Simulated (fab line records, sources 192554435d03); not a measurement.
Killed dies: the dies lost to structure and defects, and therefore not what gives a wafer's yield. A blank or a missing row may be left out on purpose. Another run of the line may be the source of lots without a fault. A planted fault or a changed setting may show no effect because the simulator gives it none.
Lot-split experiment | flow n5Finfet | 21 wafers read from 7 lots, route of 1938 steps

## ABOUT THE SPLIT
At N5_BEOL_M5_ETCH_41 (etches SiCN in CH3F/O2, target depth 31.5 nm, time 56.7 s), the setting sourceW was moved away from the recipe's 395 W on 6 of the 21 wafers read, by -11.3% to +9.8%. This setting was run at the recipe's value on the other wafers.

The split's own step is where the reading is taken.

## THE READING
rfVppV, in V, at N5_BEOL_M5_ETCH_41 (etches SiCN in CH3F/O2, target depth 31.5 nm, time 56.7 s). On this fab line, fault-free wafers typically give 297.4 V with a standard deviation of 1.7 V.

wafer  | tool, chamber at the split | sourceW as run, W | against the recipe | rfVppV, V | against lot-mates on the recipe
L076.3 | rieDiel-06, 3              | 395               | recipe             | 295.7     | -
L076.4 | rieDiel-06, 0              | 395               | recipe             | 296.1     | -
L076.6 | rieDiel-06, 2              | 433.9             | +9.8%              | 288.9     | -7.0
L077.1 | rieDiel-06, 0              | 395               | recipe             | 298.3     | -
L077.2 | rieDiel-06, 1              | 395               | recipe             | 299.6     | -
L077.5 | rieDiel-06, 0              | 352.6             | -10.7%             | 307.6     | +8.6
L085.1 | rieDiel-05, 2              | 350.4             | -11.3%             | 306.2     | +8.0
L085.4 | rieDiel-05, 3              | 395               | recipe             | 298.5     | -
L085.5 | rieDiel-05, 0              | 395               | recipe             | 297.9     | -
L088.1 | rieDiel-03, 0              | 395               | recipe             | 297.2     | -
L088.4 | rieDiel-03, 2              | 361.8             | -8.4%              | 309.0     | +11.8
L088.5 | rieDiel-03, 1              | 361.8             | -8.4%              | 305.3     | +8.1
L093.1 | rieDiel-05, 2              | 395               | recipe             | 295.9     | -
L093.3 | rieDiel-05, 0              | 395               | recipe             | 299.1     | -
L093.6 | rieDiel-05, 0              | 395               | recipe             | 298.8     | -
L094.2 | rieDiel-03, 2              | 395               | recipe             | 299.3     | -
L094.5 | rieDiel-03, 2              | 395               | recipe             | 299.6     | -
L094.6 | rieDiel-03, 3              | 395               | recipe             | 296.8     | -
L092.1 | rieDiel-03, 0              | 395               | recipe             | 297.4     | -
L092.2 | rieDiel-03, 1              | 395               | recipe             | 297.4     | -
L092.3 | rieDiel-03, 3              | 375.4             | -5.0%              | 300.8     | +3.4

FIT RESULTS
A straight line over all 21 wafers: rfVppV changes by -0.907 V for each +1% of sourceW; r = -0.95; the points scatter about the line by 1.5 V.
The same after taking each lot's own level away (the mean of its wafers on the recipe; 21 wafers): -0.85 V for each +1%; r = -0.94; scatter 1.4 V.
That fit puts the effect of the largest move of sourceW on the reading at 9.6 V.
From 295.90 to 298.95 V: that is the span of the lots' own levels, equal to 1.8 times the standard deviation above.
So the lot-to-lot level changes the slope little: the two slopes agree.
Check: +10.4 V against its lot-mates is what the line predicts for one of the wafers moved furthest among these (-11.3%) when that wafer is left out of the fit. It came out at +8 V against them.
Tool readings at the split's step, against how far the setting was moved: rfVppV r = -0.95.

## THE OTHER SPLITS THESE WAFERS WENT THROUGH
Note: prior to the reading, these wafers also went through further splits. Each is held against what the fit with the lots' levels taken away leaves over:
other split on the same wafers | wafers away from the commonest value | r with rfVppV (lot level and that fit taken away)
N5_BEOL_M4_DESCUM_33 timeS     | 10                                   | -0.06
N5_BEOL_M5_VIA_ETCH_34 sourceW | 8                                    | -0.05

## THE FILE'S OWN FIT
rfVppV changes by -0.81 V for each +1% of sourceW, r = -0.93.
